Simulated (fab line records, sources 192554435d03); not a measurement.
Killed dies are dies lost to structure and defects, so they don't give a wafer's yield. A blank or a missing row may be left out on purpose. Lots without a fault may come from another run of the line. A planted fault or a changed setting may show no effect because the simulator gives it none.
Chamber matching | flow n5_finfet | N5_DUMMY_GATE_ETCH_36 on rie_diel-06: 4 sister chambers
The step etches SiARC in CF4, target depth 13 nm. 8 wafers are shown with their chamber, then 8 later ones without.

WAFERS WITH THEIR CHAMBER
wafer  | chamber | showerhead_plenum_p_Torr (Torr) | throttle_valve_pct (%)
L082.5 | 0       | 2.24                            | 15.61
L085.6 | 0       | 2.23                            | 15.62
L087.2 | 1       | 2.10                            | 15.76
L087.5 | 3       | 2.26                            | 15.28
L090.2 | 1       | 2.10                            | 15.75
L090.5 | 2       | 2.14                            | 15.58
L090.6 | 3       | 2.26                            | 15.30
L091.2 | 2       | 2.14                            | 15.61

WAFERS WITHOUT THEIR CHAMBER
wafer  | showerhead_plenum_p_Torr (Torr) | throttle_valve_pct (%)
L091.5 | 2.23                            | 15.64
L091.6 | 2.26                            | 15.29
L094.3 | 2.23                            | 15.66
L094.4 | 2.10                            | 15.78
L094.5 | 2.14                            | 15.59
L095.1 | 2.10                            | 15.78
L095.4 | 2.14                            | 15.61
L095.6 | 2.10                            | 15.78

WHICH CHAMBER EACH WENT THROUGH
wafer  | from the rows above | in truth
L091.5 | 0                   | 0
L091.6 | 3                   | 3
L094.3 | 0                   | 0
L094.4 | 1                   | 1
L094.5 | 2                   | 2
L095.1 | 1                   | 1
L095.4 | 2                   | 2
L095.6 | 1                   | 1
Placed correctly: 8 of 8. Can't be placed from these rows: 0. Placed wrongly: 0.
How it was worked out, from the rows above alone: a wafer's distance from a chamber is the root of the sum, over the readings, of the square of ((its reading less the chamber's mean) divided by the reading's scatter). The wafer belongs to the nearest chamber; if the next one is less than 2 further off, it can't be placed. A chamber's mean is the mean of its shown wafers. The scatter: the root of (the sum of the squares of (reading less its chamber's mean) over the shown wafers, divided by (wafers less chambers)).
